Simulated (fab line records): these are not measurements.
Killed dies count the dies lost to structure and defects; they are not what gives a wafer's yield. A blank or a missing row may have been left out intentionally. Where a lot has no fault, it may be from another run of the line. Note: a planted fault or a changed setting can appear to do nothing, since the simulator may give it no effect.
fab line records	flow n5_finfet
record lots=8	wafers=23	last_day=18
route steps=1938 shown BEOL_M4@1111 BEOL_M7@1331 BEOL_M8@1345 PASSIVATION@1936
lots that met no fault: taken from a fault-free run of the same line
start_h: hours from the record's opening day to when the first of the lot's shown wafers began	wait_h: how many hours have passed since the lot's step before this one	" as in the row above	L1.1+2: a row that stands for several wafers	- no value, or no start was given	* or withheld: withheld	< > ~ a bound
route shown NAME@n: NAME is a module with steps in the file, n the number in the route of the first one	usual: the fault-free wafers' mean and standard deviation	same: alike in all rows	chamber/n: place in a boat	sites: the reading at each site	_std_site: the standard deviation of these	_edge_site: the outer-site mean with the inner-site mean subtracted	radius_mm: how far each site lies from the wafer's centre	mask NAME#n: copy n	behind: the most recent tool/chamber to have shaped the wafer	hold: why the lot was held/for how many hours/how that ended	device: names the non-switching transistor (n, p or np)	end of line: the route-end tests of the same wafers	a step given without rows: its recipe and nothing more	killed: the dies lost at the first sort to structure and to defects; this is not the yield of the wafer	map: shows each die of a wafer: x if killed, . if not, _ if none is there
set.NAME: the setting as run; set.NAME@STEP: as run at that earlier step	model.NAME: the simulator's own value behind a step, which no gauge read
a sample of lots followed through the steps of the route, with each step as a table and each wafer as a row
services: from which hour (start_h, from the record's first day; less than 0 if before it) a tool's chamber was out of use, for how many hours, and why
## steps
# step N5_BEOL_M4_RC_MEAS_101
# usual DIBL_N=35.1/1.5	DIBL_P=35.2/2	IOFF_N=0.146/0.028	IOFF_P=0.20/0.036	ION_N=670/12	ION_P=462/8.2	SS_N=71.2/0.63	SS_P=73.1/0.7	VT_N=250/3.6	VT_P=-251/3.3
lot.wafer	tool	chamber	start_h	wait_h	DIBL_N[mV/V]	DIBL_P[mV/V]	IOFF_N[nA/um]	IOFF_P[nA/um]	ION_N[uA/um]	ION_P[uA/um]	SS_N[mV/dec]	SS_P[mV/dec]	VT_N[mV]	VT_P[mV]
L542.5	prober-02	0	214.04	0.6	33.5	34.3	0.117	0.17	660	457	71.1	72.3	255	-253
L542.6	"	0	"	"	37.4	39.3	0.196	0.26	680	465	72.9	73.2	248	-249
L544.1	prober-01	0	216.66	0.0	34.3	37.1	0.143	0.21	665	463	70.8	73.3	253	-247
L544.2	"	0	"	"	34.2	36.8	0.154	0.21	681	470	71.8	73.1	250	-247
L544.3	"	0	"	"	34.9	37.4	0.160	0.21	680	468	71.5	74.0	248	-248
L545.2	prober-02	0	221.81	0.2	37.2	37.5	0.161	0.20	668	458	71.2	74.1	250	-252
L545.4	"	0	"	"	36.5	37.7	0.155	0.21	675	468	71.8	73.9	249	-252
L545.5	"	0	"	"	35.6	35.0	0.128	0.17	668	456	71.4	73.0	253	-254
L555.1	prober-01	0	288.64	0.0	34.3	33.0	0.113	0.16	673	463	70.9	72.8	253	-253
L555.2	"	0	"	"	35.6	35.7	0.143	0.20	680	467	70.7	72.7	251	-251
L555.4	"	0	"	"	36.1	35.3	0.139	0.19	674	468	70.2	73.2	251	-253
L554.1	prober-02	0	291.47	0.0	33.3	32.2	0.128	0.20	673	473	70.5	72.3	248	-247
L554.4	"	0	"	"	35.9	36.0	0.176	0.25	685	478	70.3	73.8	243	-244
L554.5	"	0	"	"	33.4	32.5	0.126	0.20	666	467	70.4	72.7	249	-251
L556.3	prober-01	0	291.84	0.3	32.4	31.6	0.116	0.19	656	460	70.9	71.7	254	-251
L556.5	"	0	"	"	32.4	31.9	0.120	0.19	666	462	71.7	72.3	252	-249
L556.6	"	0	"	"	35.7	36.2	0.183	0.26	680	475	71.9	73.1	246	-245
L558.1	prober-01	0	324.03	0.0	33.1	32.6	0.103	0.15	657	456	70.5	71.4	257	-255
L558.3	"	0	"	"	32.8	33.5	0.110	0.17	664	464	70.8	72.8	253	-253
L558.4	"	0	"	"	33.7	33.0	0.116	0.16	670	451	70.2	72.3	253	-255
L559.2	prober-01	0	327.86	0.2	34.9	36.4	0.155	0.21	684	468	71.1	73.1	248	-249
L559.4	"	0	"	"	36.2	37.9	0.173	0.23	678	465	71.8	74.0	246	-250
L559.6	"	0	"	"	35.0	36.3	0.146	0.20	675	472	71.4	73.0	248	-250
# step N5_BEOL_M7_INSPECT_58
# recipe inspect_instrument=darkfield	mode=post_dep
# usual raw_defect_count=69/21
lot.wafer	tool	chamber	start_h	wait_h	raw_defect_count
L542.5	defect_inspect-02	-	245.34	0.0	54
L542.6	"	-	"	"	46
L544.1	defect_inspect-02	-	249.38	0.0	80
L544.2	"	-	"	"	55
L544.3	"	-	"	"	109
L545.2	defect_inspect-02	-	250.53	0.0	68
L545.4	"	-	"	"	53
L545.5	"	-	"	"	95
L556.3	defect_inspect-02	-	323.02	0.0	134
L556.5	"	-	"	"	53
L556.6	"	-	"	"	62
L554.1	defect_inspect-02	-	323.57	0.0	77
L554.4	"	-	"	"	88
L554.5	"	-	"	"	96
L555.1	defect_inspect-01	-	326.09	0.0	71
L555.2	"	-	"	"	53
L555.4	"	-	"	"	73
L558.1	defect_inspect-01	-	349.76	0.0	96
L558.3	"	-	"	"	95
L558.4	"	-	"	"	122
L559.2	defect_inspect-01	-	360.10	0.0	68
L559.4	"	-	"	"	76
L559.6	"	-	"	"	105
# step N5_BEOL_M8_CD_MEAS_11
# recipe target_cd_nm=38.5	landing_energy_ev=500	detector=se_inlens	polarity=opening
# usual cd_nm=38.3/0.52
lot.wafer	tool	chamber	start_h	wait_h	cd_nm
L542.5	cd_sem-02	0	247.74	-	37.8
L542.6	"	0	"	"	38.3
L544.1	cd_sem-01	0	251.59	-	37.9
L544.2	"	0	"	"	38.0
L544.3	"	0	"	"	38.7
L545.2	cd_sem-03	0	251.90	-	38.8
L545.4	"	0	"	"	38.5
L545.5	"	0	"	"	38.4
L556.3	cd_sem-03	0	325.81	-	37.7
L556.5	"	0	"	"	38.2
L556.6	"	0	"	"	38.8
L554.1	cd_sem-02	0	325.97	-	39.1
L554.4	"	0	"	"	37.8
L554.5	"	0	"	"	37.6
L555.1	cd_sem-03	0	328.64	-	39.0
L555.2	"	0	"	"	38.7
L555.4	"	0	"	"	38.3
L558.1	cd_sem-02	0	351.20	-	37.3
L558.3	"	0	"	"	38.5
L558.4	"	0	"	"	38.3
L559.2	cd_sem-01	0	363.12	-	38.7
L559.4	"	0	"	"	38.8
L559.6	"	0	"	"	38.7
# step N5_BEOL_M8_HM_OPEN_17
# recipe chemistry=Cl2/BCl3	target_depth_a=200	overetch_a=60	target=TiN	mask_material=SOC	ion_energy_ev=150	pressure_mtorr=10	icp_w=1000	bias_w=126	Cl2_flow_sccm=53.25	bcl3_flow_sccm=21.75	Ar_flow_sccm=25
# usual drypump_motor_current_A=5.7/0.44	oes_product_au=0.70/0.088	rf_fwd_power_W=992/3.5	throttle_valve_pct=22.07/0.28
lot.wafer	tool	chamber	start_h	wait_h	drypump_motor_current_A	oes_product_au	rf_fwd_power_W	rf_hours_counter_h	throttle_valve_pct
L542.5	rie_metal-01	1	248.16	0.1	6.1	0.81	992	-	22.55
L542.6	"	0	"	"	6.4	0.76	994	-	21.91
L544.1	rie_metal-01	1	252.66	0.0	6.1	0.80	993	4	22.56
L544.2	"	0	"	"	6.4	0.75	993	13	21.90
L544.3	"	1	"	"	6.1	0.80	988	-	22.57
L545.2	rie_metal-02	0	253.17	0.0	5.2	0.62	989	53	22.35
L545.4	"	1	"	"	6.3	0.54	991	-	22.02
L545.5	"	1	"	"	6.4	0.53	993	-	22.04
L556.3	rie_metal-03	0	326.29	0.1	5.3	0.60	996	-	21.81
L556.5	"	1	"	"	5.6	0.75	1001	-	21.96
L556.6	"	0	"	"	5.3	0.60	997	-	21.83
L554.1	rie_metal-02	0	326.62	0.0	5.2	0.60	992	61	22.40
L554.4	"	1	"	"	6.3	0.81	997	-	21.65
L554.5	"	0	"	"	5.2	0.60	987	-	22.36
L555.1	rie_metal-01	1	329.73	0.0	6.1	0.75	990	11	22.56
L555.2	"	0	"	"	6.4	0.70	988	20	21.95
L555.4	"	0	"	"	6.4	0.70	993	-	21.97
L558.1	rie_metal-01	1	351.58	0.0	6.1	0.75	995	13	22.58
L558.3	"	1	"	"	6.1	0.75	991	-	22.58
L558.4	"	0	"	"	6.5	0.71	989	-	21.94
L559.2	rie_metal-03	1	363.48	0.0	5.6	0.76	995	13	21.96
L559.4	"	1	"	"	5.7	0.75	998	-	21.96
L559.6	"	1	"	"	5.7	0.75	997	-	21.96
# step N5_BEOL_M8_STRIP_19
# recipe chemistry=O2	power_w=400	temp_c=40	pressure_mtorr=30	rf_frequency_hz=6e+07	bias_power_w=0	overash_fraction=0.2	o2_flow_sccm=225
# usual bias_power_w=0/0	chamber_pressure_mTorr=30.00/0.035	drypump_motor_current_A=5.7/0.41	oes_product_au=0.83/0.066	rf_vpp_V=3.7/0.57	showerhead_plenum_p_Torr=2.06/0.054	throttle_valve_pct=16.65/0.21
lot.wafer	tool	chamber	start_h	wait_h	bias_power_w	chamber_pressure_mTorr	drypump_motor_current_A	oes_product_au	rf_hours_counter_h	rf_vpp_V	showerhead_plenum_p_Torr	throttle_valve_pct
L542.5	rie_diel-03	1	248.23	0.0	0	30.06	5.5	0.90	-	3.4	2.05	16.83
L542.6	"	0	"	"	0	29.95	5.4	0.88	-	5.2	2.04	16.67
L544.1	rie_diel-04	0	252.81	0.1	0	30.02	5.1	0.78	141	4.0	2.03	17.03
L544.2	"	3	"	"	0	30.01	6.4	0.94	6	2.8	2.13	16.45
L544.3	"	1	"	"	0	30.00	5.8	0.83	73	3.0	2.04	16.52
L545.2	rie_diel-04	2	253.32	0.1	0	30.08	6.1	0.81	92	3.1	2.10	16.40
L545.4	"	0	"	"	0	30.04	5.1	0.79	141	3.9	2.03	17.05
L545.5	"	0	"	"	0	30.02	5.1	0.79	-	4.9	2.03	17.06
L556.3	rie_diel-04	2	326.48	0.2	0	30.02	6.1	0.79	122	4.4	2.09	16.47
L556.5	"	1	"	"	0	30.01	5.8	0.80	-	3.5	2.03	16.61
L556.6	"	0	"	"	0	30.02	5.1	0.77	-	3.2	2.03	17.06
L554.1	rie_diel-04	0	326.77	0.1	-	-	-	-	-	-	-	-
L554.4	"	1	"	"	-	-	-	-	-	-	-	-
L554.5	"	2	"	"	-	-	-	-	-	-	-	-
L555.1	rie_diel-02	3	329.84	0.1	-	-	-	-	-	-	-	-
L555.2	"	0	"	"	-	-	-	-	-	-	-	-
L555.4	"	1	"	"	-	-	-	-	-	-	-	-
L558.1	rie_diel-03	1	351.71	0.1	0	30.00	5.5	0.85	57	4.4	2.04	16.88
L558.3	"	0	"	"	0	29.92	5.5	0.83	74	3.8	2.03	16.73
L558.4	"	2	"	"	0	30.04	5.7	0.80	-	2.6	2.00	16.56
L559.2	rie_diel-04	2	363.61	0.1	0	30.05	6.1	0.77	136	3.2	2.08	16.48
L559.4	"	1	"	"	0	29.99	5.8	0.79	117	3.9	2.03	16.63
L559.6	"	0	"	"	0	30.01	5.1	0.78	-	3.5	2.02	17.09
# step N5_BEOL_M8_ETCH_66
# recipe chemistry=N2/H2	target=SOC	target_depth_a=800	overetch_a=160	mask_material=SiARC	temp_c=40	time_s=120	ion_energy_ev=200	pressure_mtorr=30	source_w=840	bias_w=150	n2_flow_sccm=200	h2_flow_sccm=200
# usual drypump_motor_current_A=5.8/0.42	oes_product_au=0.63/0.052	rf_fwd_power_W=835.5/2.6	rf_vpp_V=522.8/2.3	showerhead_plenum_p_Torr=2.51/0.077	throttle_valve_pct=17.82/0.17
lot.wafer	tool	chamber	start_h	wait_h	drypump_motor_current_A	oes_product_au	rf_fwd_power_W	rf_hours_counter_h	rf_vpp_V	showerhead_plenum_p_Torr	throttle_valve_pct
L544.1	rie_diel-03	3	253.59	0.0	5.3	0.53	836.9	221	520.9	2.41	18.00
L544.2	"	2	"	"	5.7	0.63	831.1	66	522.3	2.48	17.77
L544.3	"	1	"	"	5.6	0.69	838.4	26	522.2	2.49	18.00
L542.5	rie_diel-02	2	253.61	0.0	5.5	0.63	836.4	-	521.8	2.46	17.92
L542.6	"	3	"	"	5.5	0.69	832.3	-	528.5	2.71	17.66
L545.2	rie_diel-02	0	254.67	0.0	5.6	0.68	835.7	36	525.2	2.59	17.75
L545.4	"	2	"	"	5.5	0.63	834.6	88	522.3	2.46	17.94
L545.5	"	2	"	"	5.5	0.63	834.1	-	521.0	2.46	17.95
L554.1	rie_diel-03	1	328.45	0.0	5.6	0.89	838.0	48	520.6	2.48	18.07
L554.4	"	0	"	"	5.4	0.84	839.0	65	521.8	2.46	17.83
L554.5	"	2	"	"	5.7	0.79	837.1	-	520.1	2.47	17.85
L556.3	rie_diel-04	3	328.77	0.0	6.4	0.67	832.1	38	523.8	2.60	17.87
L556.5	"	1	"	"	5.8	0.62	833.6	-	520.8	2.46	17.81
L556.6	"	2	"	"	6.1	0.60	833.3	-	524.1	2.55	17.60
L555.1	rie_diel-04	2	330.68	0.0	6.1	0.80	837.8	124	523.7	2.55	17.62
L555.2	"	3	"	"	6.4	0.87	834.5	39	524.7	2.60	17.89
L555.4	"	1	"	"	5.8	0.79	832.6	105	522.1	2.46	17.82
L558.1	rie_diel-04	0	354.53	0.0	5.1	0.58	837.0	161	521.0	2.43	18.19
L558.3	"	3	"	"	6.4	0.67	835.6	48	524.9	2.60	17.88
L558.4	"	1	"	"	5.8	0.60	834.1	115	521.2	2.46	17.82
L559.2	rie_diel-04	3	364.50	0.0	6.4	0.65	834.8	51	527.0	2.60	17.87
L559.4	"	0	"	"	5.2	0.58	833.9	164	519.7	2.43	18.20
L559.6	"	2	"	"	6.2	0.59	836.9	-	524.1	2.54	17.62
# step N5_BEOL_M8_VIA_ETCH_34
# recipe chemistry=C4F6/O2	target=SiCOH_lowk	target_depth_a=1255	mask_material=SOC	taper_deg=4	time_s=50.5	ion_energy_ev=250	pressure_mtorr=30	source_w=345	bias_w=185	Ar_flow_sccm=300	C4F6_flow_sccm=10	O2_flow_sccm=10
# usual drypump_motor_current_A=5.8/0.42	oes_product_au=0.83/0.069	rf_fwd_power_W=341.4/1.4	rf_vpp_V=659/13	showerhead_plenum_p_Torr=2.81/0.08	throttle_valve_pct=20.90/0.17
lot.wafer	tool	chamber	start_h	wait_h	drypump_motor_current_A	oes_product_au	rf_fwd_power_W	rf_hours_counter_h	rf_vpp_V	showerhead_plenum_p_Torr	throttle_valve_pct
L544.1	rie_diel-03	3	253.69	0.0	5.3	0.67	344.3	221	689	2.70	21.06
L544.2	"	2	"	"	5.7	0.83	343.0	66	668	2.77	20.87
L544.3	"	1	"	"	5.5	0.91	342.2	26	655	2.79	21.17
L542.5	rie_diel-02	2	253.69	0.0	5.5	0.83	341.6	-	654	2.77	21.00
L542.6	"	3	"	"	5.6	0.91	342.9	-	654	3.02	20.64
L545.2	rie_diel-02	0	254.77	0.0	5.7	0.88	342.1	36	676	2.89	20.74
L545.4	"	2	"	"	5.5	0.82	340.3	88	653	2.77	21.01
L545.5	"	2	"	"	5.5	0.83	339.3	-	653	2.77	21.02
L554.1	rie_diel-03	1	328.55	0.0	5.5	0.32	343.2	48	655	2.78	21.04
L554.4	"	0	"	"	5.4	0.31	343.0	65	651	2.76	20.78
L554.5	"	2	"	"	5.7	0.30	342.0	-	667	2.76	20.76
L556.3	rie_diel-04	3	328.87	0.0	6.4	0.88	341.0	38	669	2.91	20.91
L556.5	"	1	"	"	5.9	0.80	340.6	-	652	2.76	20.82
L556.6	"	2	"	"	6.2	0.80	339.0	-	650	2.85	20.73
L555.1	rie_diel-04	2	330.78	0.0	6.1	0.29	339.2	124	650	2.85	20.57
L555.2	"	3	"	"	6.4	0.32	341.0	39	671	2.91	20.76
L555.4	"	1	"	"	5.8	0.30	342.0	105	653	2.76	20.68
L558.1	rie_diel-04	0	354.63	0.0	5.2	0.76	343.2	161	648	2.74	21.26
L558.3	"	3	"	"	6.4	0.87	341.0	48	670	2.90	20.91
L558.4	"	1	"	"	5.8	0.80	341.1	115	653	2.75	20.82
L559.2	rie_diel-04	3	364.60	0.0	6.5	0.85	341.4	51	669	2.90	20.92
L559.4	"	0	"	"	5.2	0.76	341.6	164	647	2.74	21.25
L559.6	"	2	"	"	6.2	0.76	341.1	-	649	2.84	20.74
# step N5_PASSIVATION_PROBE_49
# usual defect_limited_yield=91.4/1.4	killed_at_M0_to_M3=32/10	killed_at_M4_up=13/5.6	killed_at_contacts=13/6.6	killed_at_front_end=39/13	killed_at_other=3.4/2.8	killed_dies=101/17	killed_on_rim=14/4.5	killed_open=66/13	killed_short=33/7	sort_bin_5_function=5.0/0.93	sort_bin_6_memory=3.2/0.65	sort_n_pass=1078/17	sort_yield_pct=91.4/1.4
# same gross_dies=1180	killed_at_back_side=0	sort_bin_4_leakage[%]=0	sort_bin_8_speed[%]=0
lot.wafer	tool	chamber	start_h	wait_h	defect_limited_yield[%]	killed_at_M0_to_M3	killed_at_M4_up	killed_at_contacts	killed_at_front_end	killed_at_other	killed_dies	killed_on_rim	killed_open	killed_short	sort_bin_5_function[%]	sort_bin_6_memory[%]	sort_n_pass	sort_yield_pct[%]
L544.1	prober-02	-	323.01	0.0	91.4	24	11	14	51	2	102	11	73	22	4.2	3.7	1078	91.4
L544.2	prober-02	-	323.06	0.1	90.0	37	9	16	55	1	118	18	68	48	5.7	3.7	1062	90.0
L544.3	prober-02	-	323.11	0.1	91.1	31	13	21	38	2	105	12	69	35	5.6	2.8	1075	91.1
L542.5	prober-02	-	325.19	0.2	90.6	29	11	11	60	0	111	9	82	28	5.8	3.5	1069	90.6
L542.6	prober-02	-	325.24	0.3	91.4	26	10	9	55	2	102	11	68	31	4.6	3.9	1078	91.4
L545.2	prober-02	-	328.88	0.1	94.8	20	4	9	28	0	61	11	44	17	3.7	1.4	1119	94.8
L545.4	prober-02	-	328.98	0.2	92.5	19	4	13	51	1	88	11	60	28	4.7	2.6	1092	92.5
L545.5	prober-02	-	329.03	0.2	92.9	17	14	17	36	0	84	18	57	24	4.3	2.3	1096	92.9
L554.1	prober-01	-	395.73	0.0	0	40	1082	15	39	4	1180	152	69	33	96.7	3.1	0	0
L554.4	prober-01	-	395.88	0.2	0	35	1097	12	32	4	1180	152	64	32	95.9	3.7	0	0
L554.5	prober-01	-	395.93	0.2	0	40	1080	14	40	6	1180	152	75	40	95.8	3.6	0	0
L555.1	prober-01	-	399.07	0.0	0	40	1091	18	26	5	1180	152	74	27	95.6	4.1	0	0
L555.2	prober-01	-	399.12	0.1	0	40	1107	11	21	1	1180	152	47	30	97.2	2.5	0	0
L555.4	prober-01	-	399.22	0.2	0	34	1114	5	24	3	1180	152	63	20	97.3	2.6	0	0
L559.2	prober-01	-	432.40	0.1	92.4	30	17	18	22	3	90	10	56	33	4.3	3.1	1090	92.4
L559.4	prober-01	-	432.50	0.2	92.4	18	20	19	28	5	90	14	55	28	4.7	2.3	1090	92.4
L559.6	prober-01	-	432.60	0.3	91.9	25	11	15	31	13	95	12	69	25	4.7	3.1	1085	91.9
# killed by level:class
L544.1 STI_FIN_REVEAL:geometric_particle:open=14 MOL_CONTACT_COAG:geometric_particle:open=13 FIN_SAQP:geometric_particle:short=9 FIN_SAQP:geometric_particle:open=8 BEOL_M1:geometric_particle:open=7 HKMG_FIN:area_etch=6 BEOL_M2:geometric_particle:open=5 BEOL_M0_SAQP:geometric_particle:open=4
L544.2 FIN_SAQP:geometric_particle:short=20 BEOL_M3:geometric_particle:open=12 MOL_CONTACT_COAG:geometric_particle:open=10 BEOL_M2:geometric_particle:open=8 GATE_CUT:geometric_particle:short=6 MOL_CONTACT_COAG:geometric_particle:short=6 FIN_SAQP:geometric_particle:open=5 STI_FIN_REVEAL:geometric_particle:open=5
L544.3 MOL_CONTACT_COAG:geometric_particle:open=17 FIN_SAQP:geometric_particle:open=13 BEOL_M0_SAQP:geometric_particle:short=7 FIN_SAQP:geometric_particle:short=6 BEOL_M1:geometric_particle:open=6 BEOL_M0_SAQP:geometric_particle:open=5 STI_FIN_REVEAL:geometric_particle:open=4 MOL_CONTACT_COAG:geometric_particle:short=4
L542.5 FIN_SAQP:geometric_particle:open=19 BEOL_M2:geometric_particle:open=14 MOL_CONTACT_COAG:geometric_particle:open=8 BEOL_M1:geometric_particle:open=8 FIN_SAQP:geometric_particle:short=6 STI_FIN_REVEAL:geometric_particle:open=6 DUMMY_GATE:geometric_particle:open=5 BEOL_M4:geometric_particle:open=5
L542.6 STI_FIN_REVEAL:geometric_particle:open=17 MOL_CONTACT_COAG:geometric_particle:open=9 ILD0:geometric_particle:open=6 BEOL_M1:geometric_particle:open=6 FIN_SAQP:geometric_particle:short=5 GATE_CUT:geometric_particle:short=5 BEOL_M2:geometric_particle:open=5 FIN_SAQP:geometric_particle:open=4
L545.2 MOL_CONTACT_COAG:geometric_particle:open=9 STI_FIN_REVEAL:geometric_particle:open=7 GATE_CUT:geometric_particle:open=5 DUMMY_GATE:geometric_particle:open=4 BEOL_M1:geometric_particle:open=4 GATE_CUT:geometric_particle:short=3 BEOL_M3:geometric_particle:open=3 STARTING-WAFER:geometric_particle:short=3
L545.4 FIN_SAQP:geometric_particle:open=14 STI_FIN_REVEAL:geometric_particle:open=13 MOL_CONTACT_COAG:geometric_particle:open=11 BEOL_M0_SAQP:geometric_particle:short=8 BEOL_M0_SAQP:geometric_particle:open=7 STI_FIN_REVEAL:geometric_particle:short=4 DUMMY_GATE:geometric_particle:short=4 DUMMY_GATE:geometric_particle:open=4
L545.5 MOL_CONTACT_COAG:geometric_particle:open=14 FIN_SAQP:geometric_particle:short=6 BEOL_M0_SAQP:geometric_particle:open=6 BEOL_M0_SAQP:geometric_particle:short=6 STI_FIN_REVEAL:geometric_particle:open=5 DUMMY_GATE:geometric_particle:open=4 BEOL_M4:geometric_particle:open=4 BEOL_M7:geometric_particle:open=4
L554.1 BEOL_M8:area_etch=1071 MOL_CONTACT_COAG:geometric_particle:open=12 BEOL_M0_SAQP:geometric_particle:short=11 STI_FIN_REVEAL:geometric_particle:open=10 FIN_SAQP:geometric_particle:open=9 BEOL_M0_SAQP:geometric_particle:open=9 BEOL_M3:geometric_particle:open=8 BEOL_M8:plasma_strip_residue=7
L554.4 BEOL_M8:area_etch=1069 BEOL_M8:plasma_strip_residue=15 BEOL_M0_SAQP:geometric_particle:open=10 BEOL_M3:geometric_particle:open=10 STI_FIN_REVEAL:geometric_particle:open=9 MOL_CONTACT_COAG:geometric_particle:open=8 DUMMY_GATE:geometric_particle:open=6 BEOL_M0_SAQP:geometric_particle:short=5
L554.5 BEOL_M8:area_etch=1051 BEOL_M8:plasma_strip_residue=12 BEOL_M0_SAQP:geometric_particle:short=11 MOL_CONTACT_COAG:geometric_particle:open=8 BEOL_M0_SAQP:geometric_particle:open=8 FIN_SAQP:geometric_particle:open=7 DUMMY_GATE:geometric_particle:open=7 MOL_CONTACT_COAG:geometric_particle:short=6
L555.1 BEOL_M8:area_etch=1059 BEOL_M8:plasma_strip_residue=20 MOL_CONTACT_COAG:geometric_particle:open=14 BEOL_M2:geometric_particle:open=11 BEOL_M3:geometric_particle:open=10 BEOL_M1:geometric_particle:open=5 STARTING-WAFER:geometric_particle:short=5 FIN_SAQP:geometric_particle:open=4
L555.2 BEOL_M8:area_etch=1094 BEOL_M2:geometric_particle:open=10 BEOL_M3:geometric_particle:open=9 BEOL_M8:plasma_strip_residue=9 MOL_CONTACT_COAG:geometric_particle:open=7 BEOL_M0_SAQP:geometric_particle:open=7 BEOL_M0_SAQP:geometric_particle:short=6 MOL_CONTACT_COAG:geometric_particle:short=4
L555.4 BEOL_M8:area_etch=1081 BEOL_M8:plasma_strip_residue=16 BEOL_M0_SAQP:geometric_particle:open=10 BEOL_M2:geometric_particle:open=10 FIN_SAQP:geometric_particle:open=7 MOL_CONTACT_COAG:geometric_particle:open=5 BEOL_M0_SAQP:geometric_particle:short=5 BEOL_M1:geometric_particle:open=4
L559.2 MOL_CONTACT_COAG:geometric_particle:open=10 MOL_CONTACT_COAG:geometric_particle:short=8 BEOL_M0_SAQP:geometric_particle:open=8 BEOL_M4:geometric_particle:open=7 FIN_SAQP:geometric_particle:short=6 GATE_CUT:geometric_particle:short=5 BEOL_M3:geometric_particle:open=5 BEOL_M1:geometric_particle:open=4
L559.4 MOL_CONTACT_COAG:geometric_particle:open=14 BEOL_M4:geometric_particle:open=7 HKMG_FIN:area_etch=6 MOL_CONTACT_COAG:geometric_particle:short=5 BEOL_M0_SAQP:geometric_particle:short=5 BEOL_M2:geometric_particle:open=5 FIN_SAQP:geometric_particle:short=4 FIN_SAQP:geometric_particle:open=4
L559.6 MIM_TOP:geometric_particle:open=8 MOL_CONTACT_COAG:geometric_particle:open=8 MOL_CONTACT_COAG:geometric_particle:short=7 FIN_SAQP:geometric_particle:open=6 DUMMY_GATE:geometric_particle:open=6 BEOL_M2:geometric_particle:open=6 STI_FIN_REVEAL:geometric_particle:open=5 BEOL_M0_SAQP:geometric_particle:open=4
## services
tool	chamber	start_h	hours	kind
rie_metal-01	-	227.46	4.3	pm
rie_metal-03	1	241.33	9.7	repair
rie_metal-02	-	259.26	2.8	pm
rie_diel-04	0	259.93	44.6	repair
rie_metal-02	1	295.03	-	clean
rie_metal-02	1	295.03	19.2	scheduled_down
rie_metal-02	1	295.03	19.2	vent_cycle
rie_diel-03	1	300.65	1.3	repair
rie_diel-04	0	315.19	1.6	repair
rie_metal-03	-	321.59	2.8	pm
rie_diel-02	-	322.39	0.2	repair
rie_diel-03	3	345.01	-	clean
rie_diel-03	3	345.01	-	consumable_replace:focus_ring
rie_diel-03	3	345.01	-	consumable_replace:showerhead
rie_diel-03	3	345.01	15.3	scheduled_down
rie_diel-03	3	345.01	15.3	vent_cycle
rie_diel-03	2	351.86	1.3	repair
rie_diel-02	1	352.68	16.7	repair
rie_diel-03	1	363.83	7.7	repair
## key
first_sign step=N5_BEOL_M8_STRIP_19	reading=tool_record	direction=missing
effect step=N5_BEOL_M8_ETCH_66	reading=oes_product_au	direction=up	sigmas=3.8	usual=0.63	struck=0.83
effect step=N5_BEOL_M8_VIA_ETCH_34	reading=oes_product_au	direction=down	sigmas=7.5	usual=0.83	struck=0.31
effect step=N5_PASSIVATION_PROBE_49	reading=killed_at_M4_up	direction=up	sigmas=99+	usual=13	struck=1095
more_kills_born_at N5_BEOL_M8_ETCH_66@rie_diel-04=3234	N5_BEOL_M8_ETCH_66@rie_diel-03=3191
met_at N5_BEOL_M8_STRIP_19
struck_lots L554,L555
later_rows_left_out L554.1,L554.4,L554.5,L555.1,L555.2,L555.4
not_acting_at N5_BEOL_M7_INSPECT_58,N5_BEOL_M8_CD_MEAS_11,N5_BEOL_M8_HM_OPEN_17
onset_between 253.32 326.77
fault kind=skipped_step_whole	tool=rie_diel-02,rie_diel-04	chamber=-	onset_h=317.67	steps=N5_BEOL_M8_STRIP_19	scope=struck_lots_only
# later_rows_left_out: the simulator's readings of these wafers behind a module that went badly wrong aren't trusted and aren't shown, but for the sort
